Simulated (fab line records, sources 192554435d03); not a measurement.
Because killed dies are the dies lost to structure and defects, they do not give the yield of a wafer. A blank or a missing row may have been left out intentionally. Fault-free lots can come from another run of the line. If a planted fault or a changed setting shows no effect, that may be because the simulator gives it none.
Matching of chambers | flow n5-finfet | N5_MOL_CONTACT_COAG_ALD_131 on ald-sin-01 has 4 sister chambers
The step deposits SiO2, target thk 5 nm, pulse time 1 s, co reactant pulse time 1 s. 4 wafers are shown with their chamber, then 7 later ones without.

WAFERS, EACH WITH ITS CHAMBER
wafer  | chamber | heater-power-w (W)
L077.5 | 0       | 83
L084.5 | 2       | 63
L085.2 | 3       | 66
L085.3 | 1       | 76

WAFERS MISSING THEIR CHAMBER
wafer  | heater-power-w (W)
L085.6 | 64
L094.2 | 67
L094.3 | 63
L094.5 | 67
L096.2 | 68
L096.3 | 61
L096.4 | 80

CHAMBER TAKEN BY EACH
wafer  | from the rows above     | in truth
L085.6 | can't be placed: 2 or 3 | 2
L094.2 | can't be placed: 3 or 2 | 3
L094.3 | can't be placed: 2 or 3 | 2
L094.5 | can't be placed: 3 or 2 | 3
L096.2 | can't be placed: 3 or 2 | 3
L096.3 | can't be placed: 2 or 3 | 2
L096.4 | can't be placed: 0 or 1 | 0
Correctly placed: 0 of 7. Can't be placed from these rows: 7 (the true chamber is among the candidates in 7). 0 placed wrongly.
How it was worked out, from the rows above alone: a wafer's distance from a chamber is the root of the sum, over the readings, of the square of ((its reading less the chamber's mean) divided by the reading's scatter). If the next closest chamber is less than 2 further off than the closest, the wafer can't be placed; otherwise it belongs to the closest. The mean given for a chamber averages the wafers shown for that chamber. The scatter: with one shown wafer a chamber, the root of the mean of the squares of how far each hidden wafer lies from its nearest shown one.
